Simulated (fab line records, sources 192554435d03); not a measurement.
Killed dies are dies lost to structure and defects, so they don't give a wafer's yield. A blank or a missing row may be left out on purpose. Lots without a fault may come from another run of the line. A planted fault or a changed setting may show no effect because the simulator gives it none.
One fault seen from 3 desks | flow n5_finfet | each desk has only its own numbers; what lay behind them comes last

THE DEFECT DESK
What the inspections along the route counted, lot by lot: means of the sampled wafers that have a number. A lot is out of limits, marked OUT, if its mean lies more than 4 standard deviations from the usual mean; the brackets give that distance.
Columns: A = raw_defect_count at N5_MOL_CONTACT_COAG_INSPECT_42, usual 205
lot  | first seen here | A
L657 | day 6 02:01     | 160
L654 | day 6 04:42     | 266
L666 | day 8 10:50     | 178
L667 | day 8 14:31     | 176
L668 | day 8 18:36     | 207
L671 | day 9 11:07     | 266
L674 | day 10 02:58    | 194
This desk's finding: nothing out of limits on any of the 7 lots.

THE METROLOGY DESK
What the gauges read, lot by lot, whatever tool the lot ran on: means of the sampled wafers that have a number. A lot is out of limits, marked OUT, if its mean lies more than 4 standard deviations from the usual mean; the brackets give that distance. Of its 12 readings 7 are shown: those that lie furthest out on some lot.
Columns: A = VD_OVL at N5_MOL_CONTACT_COAG_OVL_MEAS_41, usual 0.1 nm; B = DIBL_N at N5_BEOL_M4_RC_MEAS_101, usual 36.9 mV/V; C = IOFF_P at N5_BEOL_M4_RC_MEAS_101, usual 0.23 nA/um; D = ION_P at N5_BEOL_M4_RC_MEAS_101, usual 462 uA/um; E = SS_N at N5_BEOL_M4_RC_MEAS_101, usual 71.8 mV/dec; F = SS_P at N5_BEOL_M4_RC_MEAS_101, usual 73.6 mV/dec; G = VT_P at N5_BEOL_M4_RC_MEAS_101, usual -249.7 mV
lot  | first seen here | A    | B    | C    | D   | E    | F    | G
L657 | day 6 01:55     | 0.6  | 37.0 | 0.22 | 454 | 71.3 | 73.6 | -250.9
L654 | day 6 04:37     | 0.0  | 36.9 | 0.18 | 450 | 71.4 | 73.0 | -253.8
L666 | day 8 10:44     | -0.1 | 34.4 | 0.21 | 458 | 71.9 | 72.9 | -250.7
L667 | day 8 14:26     | 1.1  | 37.3 | 0.21 | 462 | 71.8 | 73.4 | -251.5
L668 | day 8 18:31     | 0.5  | 37.8 | 0.24 | 465 | 71.3 | 73.5 | -249.6
L671 | day 9 11:02     | 0.5  | 35.1 | 0.20 | 459 | 71.1 | 72.6 | -251.8
L674 | day 10 02:53    | -0.5 | 35.3 | 0.21 | 469 | 71.2 | 73.4 | -251.0
This desk's finding: nothing out of limits on any of the 7 lots.

THE TOOL OWNER'S DESK: ald_sin-03
The tool's own readings at N5_MOL_CONTACT_COAG_ALD_133 (deposits SiO2, target thk 5 nm, pulse time 1 s, co reactant pulse time 1 s): means of the sampled wafers that have a number, for each lot that ran on this tool. A lot is out of limits, marked OUT, if its mean lies more than 4 standard deviations from the usual mean; the brackets give that distance.
Columns: A = heater_power_w at N5_MOL_CONTACT_COAG_ALD_133, usual 78 W; B = precursor_pulse_height_rel at N5_MOL_CONTACT_COAG_ALD_133, usual 0.999; C = susceptor_temp_C at N5_MOL_CONTACT_COAG_ALD_133, usual 99.99 C
lot  | first seen here | A  | B     | C
L657 | day 6 03:02     | 77 | 0.990 | 99.94
L666 | day 8 11:09     | 86 | 0.997 | 98.42 (-13) OUT
L667 | day 8 14:52     | 77 | 0.996 | 99.20 (-6.6) OUT
L668 | day 8 19:04     | 82 | 0.988 | 99.20 (-6.6) OUT
This desk's finding: out of limits on L666, L667, L668; first on L666, day 8 11:09 (susceptor_temp_C at N5_MOL_CONTACT_COAG_ALD_133). In limits: L657.

PUT TOGETHER
The tool owner's desk could have raised an alarm at day 8 11:09, on L666, L667, L668.
The defect desk saw nothing out of limits.
The metrology desk saw nothing out of limits.
The defect desk has L666, L667, L668 on record, within its limits.
The metrology desk has L666, L667, L668 on record, within its limits.
Of the lots named, all ran N5_MOL_CONTACT_COAG_ALD_133 on ald_sin-03.

WHAT THE SIMULATOR HAD PUT IN
Process parameter drift: ald_sin-03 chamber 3, from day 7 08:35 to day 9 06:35, at N5_MOL_CONTACT_COAG_ALD_133. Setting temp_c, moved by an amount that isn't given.
Lots struck among those shown: L666, L667, L668.
Hours from the fault's start to each desk's first reading out of limits: the tool owner's desk, 27.
